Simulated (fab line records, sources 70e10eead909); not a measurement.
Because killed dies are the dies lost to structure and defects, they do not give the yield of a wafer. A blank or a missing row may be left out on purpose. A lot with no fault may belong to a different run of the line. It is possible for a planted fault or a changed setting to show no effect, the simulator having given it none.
Matching of chambers -- flow nand_harc -- NHARC_A_STAIRCASE_TRIM_220 on rie_diel-08: 4 sister chambers
The step chemistry O2, time 211.2 s. 8 wafers are shown with their chamber, then 10 later ones without.

== WAFERS WITH THEIR CHAMBER ==
wafer,chamber,showerhead_plenum_p_Torr (Torr),throttle_valve_pct (%)
L079.6,2,3.36,17.040
L083.2,1,3.74,17.030
L083.6,0,3.58,17.030
L088.2,3,3.57,17.046
L088.4,1,3.72,17.033
L088.5,3,3.57,17.020
L088.1,0,3.57,17.025
L088.3,2,3.35,17.056

== WAFERS WITH NO CHAMBER GIVEN ==
wafer,showerhead_plenum_p_Torr (Torr),throttle_valve_pct (%)
L088.6,3.57,17.034
L091.2,3.57,17.045
L091.4,3.72,17.030
L091.6,3.34,17.040
L096.4,3.56,17.054
L096.5,3.71,17.040
L096.6,3.56,17.018
L097.1,3.55,17.030
L097.2,3.33,17.026
L097.4,3.71,17.036

== THE CHAMBER EACH PASSED THROUGH ==
wafer,from the rows above,in truth
L088.6,can't be placed: 3 or 0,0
L091.2,can't be placed: 3 or 0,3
L091.4,1,1
L091.6,2,2
L096.4,can't be placed: 3 or 0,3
L096.5,1,1
L096.6,can't be placed: 3 or 0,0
L097.1,can't be placed: 3 or 0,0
L097.2,2,2
L097.4,1,1
5 of 10 placed correctly. Cannot be placed on the basis of these rows: 5; the candidates contain the true chamber in 5. Wrongly placed: 0.
How it was worked out, from the rows above alone: a wafer's distance from a chamber is the root of the sum, over the readings, of the square of ((its reading less the chamber's mean) divided by the reading's scatter). If the next closest chamber is less than 2 further off than the closest, the wafer can't be placed; otherwise it belongs to the closest. For every chamber, the mean is computed from those of its wafers that are shown. The scatter is the square root of a quotient: the sum, over the shown wafers, of each reading's squared deviation from its chamber's mean, divided by wafers minus chambers.
